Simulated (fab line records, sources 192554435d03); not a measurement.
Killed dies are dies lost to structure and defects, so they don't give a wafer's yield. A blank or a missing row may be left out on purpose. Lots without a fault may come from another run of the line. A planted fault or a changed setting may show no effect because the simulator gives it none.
Split-lot experiment | flow n5_finfet | 7 lots, 39 wafers read, on a route of 1938 steps

THE SPLIT
At N5_BEOL_M0_SAQP_SPACER2_ALD_26 (deposits SiO2, target thk 15 nm, pulse time 1 s, purge time 2 s), the setting target_thk_a was moved away from the recipe's 150 angstrom on 15 of the 39 wafers read, by -44.7% to +59.7%. The other wafers ran this setting at the recipe's value.

FROM THE SPLIT TO THE READING: what the file shows between them, 2 steps
- N5_BEOL_M0_SAQP_SPACER2_ETCHBACK_27: etches SiO2 in CHF3/O2, target depth 22.5 nm, time 11.25 s
- N5_BEOL_M0_SAQP_MANDREL2_REMOVE_110: chemistry HBr/Cl2/O2, target a-Si, stops on SiCN, bt time 10 s

THE READING
cd_nm, in nm, at N5_BEOL_M0_SAQP_CD_MEAS_29 (target cd 14.4 nm). Fault-free wafers of this fab line usually give 14.97 nm, standard deviation 0.26 nm.

wafer  | tool, chamber at the split | target_thk_a as run, angstrom | against the recipe | cd_nm, nm | against lot-mates on the recipe
L077.1 | ald_sin-04, 1,0,2,1,2      | 150                           | recipe             | 14.79     | -
L077.2 | ald_sin-04, 1,0,2,1,2      | 150                           | recipe             | 15.23     | -
L077.3 | ald_sin-04, 1,0,2,1,2      | 150                           | recipe             | 14.74     | -
L077.4 | ald_sin-04, 0              | 150                           | recipe             | 15.13     | -
L077.5 | ald_sin-04, 1,0,2,1,2      | 150                           | recipe             | 14.77     | -
L077.6 | ald_sin-04, 1,0,2,1,2      | 150                           | recipe             | 14.91     | -
L078.1 | ald_sin-02, 2              | 150                           | recipe             | 15.07     | -
L078.2 | ald_sin-02, 1,2            | 239.6                         | +59.7%             | 23.92     | +8.91
L078.3 | ald_sin-02, 0,1            | 150                           | recipe             | 15.15     | -
L078.4 | ald_sin-02, 3              | 239.6                         | +59.7%             | 23.98     | +8.97
L078.5 | ald_sin-02, 0,1            | 150                           | recipe             | 14.80     | -
L078.6 | ald_sin-02, 1,2            | 239.6                         | +59.7%             | 24.03     | +9.02
L079.3 | ald_sin-01, 0,2            | 150                           | recipe             | 15.23     | -
L079.4 | ald_sin-01, 0,2            | 150                           | recipe             | 15.15     | -
L079.5 | ald_sin-01, 1              | 150                           | recipe             | 15.46     | -
L081.1 | ald_sin-04, 3,1            | 82.94                         | -44.7%             | 8.15      | -6.98
L081.2 | ald_sin-04, 0,2,3          | 150                           | recipe             | 15.34     | -
L081.3 | ald_sin-04, 3,1            | 82.94                         | -44.7%             | 8.27      | -6.86
L081.4 | ald_sin-04, 0,2,3          | 150                           | recipe             | 15.05     | -
L081.5 | ald_sin-04, 2              | 82.94                         | -44.7%             | 8.50      | -6.63
L081.6 | ald_sin-04, 0,2,3          | 150                           | recipe             | 15.01     | -
L086.1 | ald_sin-02, 3,1            | 150                           | recipe             | 14.72     | -
L086.2 | ald_sin-02, 2,2,1          | 101.4                         | -32.4%             | 10.03     | -4.84
L086.3 | ald_sin-02, 0              | 150                           | recipe             | 15.07     | -
L086.4 | ald_sin-02, 3,1            | 150                           | recipe             | 14.81     | -
L086.5 | ald_sin-02, 2,2,1          | 101.4                         | -32.4%             | 10.22     | -4.65
L086.6 | ald_sin-02, 2,2,1          | 101.4                         | -32.4%             | 9.63      | -5.24
L087.1 | ald_sin-01, 1,2,1          | 150                           | recipe             | 14.79     | -
L087.2 | ald_sin-01, 1,2,1          | 150                           | recipe             | 15.43     | -
L087.3 | ald_sin-01, 3,2            | 112.3                         | -25.1%             | 11.72     | -3.29
L087.4 | ald_sin-01, 3              | 112.3                         | -25.1%             | 11.37     | -3.64
L087.5 | ald_sin-01, 3,2            | 112.3                         | -25.1%             | 11.36     | -3.65
L087.6 | ald_sin-01, 1,2,1          | 150                           | recipe             | 14.82     | -
L096.1 | ald_sin-04, 2,0            | 88.33                         | -41.1%             | 8.81      | -6.17
L096.2 | ald_sin-04, 2,0            | 88.33                         | -41.1%             | 8.56      | -6.42
L096.3 | ald_sin-04, 3,0,3          | 150                           | recipe             | 15.24     | -
L096.4 | ald_sin-04, 1              | 88.33                         | -41.1%             | 8.98      | -6.00
L096.5 | ald_sin-04, 3,0,3          | 150                           | recipe             | 14.73     | -
L096.6 | ald_sin-04, 3,0,3          | 150                           | recipe             | 14.97     | -
Where a row lists several chambers, the file gives one row for several wafers and doesn't say which wafer went through which chamber.

THE FIT
A straight line over all 39 wafers: cd_nm changes by +0.15 nm for each +1% of target_thk_a; r = +1.00; the points scatter about the line by 0.23 nm.
The same after taking each lot's own level away (the mean of its wafers on the recipe; 39 wafers): +0.15 nm for each +1%; r = +1.00; scatter 0.2 nm.
On that fit, the largest move of target_thk_a shifts the reading by 9 nm.
The lots' own levels span 14.867 to 15.280 nm, that is 1.6 times the standard deviation above.
So the lot-to-lot level changes the slope little: the two slopes agree.
Check: with one of the wafers moved furthest among these (+59.7%) left out of the fit, the line predicts +9.01 nm for it against its lot-mates. It came out at +8.91 nm against them.

THE WHOLE CHAIN: every reading that the file lists as answering this split, in the file's order
step                                | what it does                                                            | reading                                                                                     | change (the file's fit)                                                            | r (the file's)
N5_BEOL_M0_SAQP_SPACER2_ALD_26      | deposits SiO2, target thk 15 nm, pulse time 1 s, purge time 2 s         | SiO2_of_BEOL_M0_SAQP_SPACER2_ALD_26.thk_nm (the simulator's own value, which no gauge read) | +0.15 nm for each +1% of the setting                                               | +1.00
N5_BEOL_M0_SAQP_MANDREL2_REMOVE_110 | chemistry HBr/Cl2/O2, target a-Si, stops on SiCN, bt time 10 s          | BEOL_M0_SAQP.cd_nm (the simulator's own value, which no gauge read)                         | +0.15 nm for each +1% of the setting                                               | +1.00
N5_BEOL_M0_SAQP_CD_MEAS_29          | target cd 14.4 nm                                                       | cd_nm                                                                                       | +0.15 nm for each +1% of the setting                                               | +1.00
N5_BEOL_M0_CUTY_ETCH_63             | etches SOC in N2/H2, target depth 82.7 nm, overetch 16.5 nm, time 124 s | SiO2_of_BEOL_M0_SAQP_SPACER2_ALD_26.thk_nm (the simulator's own value, which no gauge read) | +0.137 nm for each +1% of the setting                                              | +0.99
N5_BEOL_M0_ETCH_138                 | etches SiCN in CH3F/O2, target depth 12 nm, time 31.6 s                 | SiO2_of_BEOL_M0_SAQP_SPACER2_ALD_26.thk_nm (the simulator's own value, which no gauge read) | +0.125 nm for each +1% of the setting                                              | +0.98
N5_BEOL_M0_HM_OPEN_105              | chemistry Cl2/BCl3, target TiN, target depth 12 nm                      | SiO2_of_BEOL_M0_SAQP_SPACER2_ALD_26.thk_nm (the simulator's own value, which no gauge read) | not straight: 0.4 at the lowest setting, 2.667 at the recipe, 11.73 at the highest | not given

THE FILE'S OWN FIT
cd_nm changes by +0.15 nm for each +1% of target_thk_a, r = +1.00.
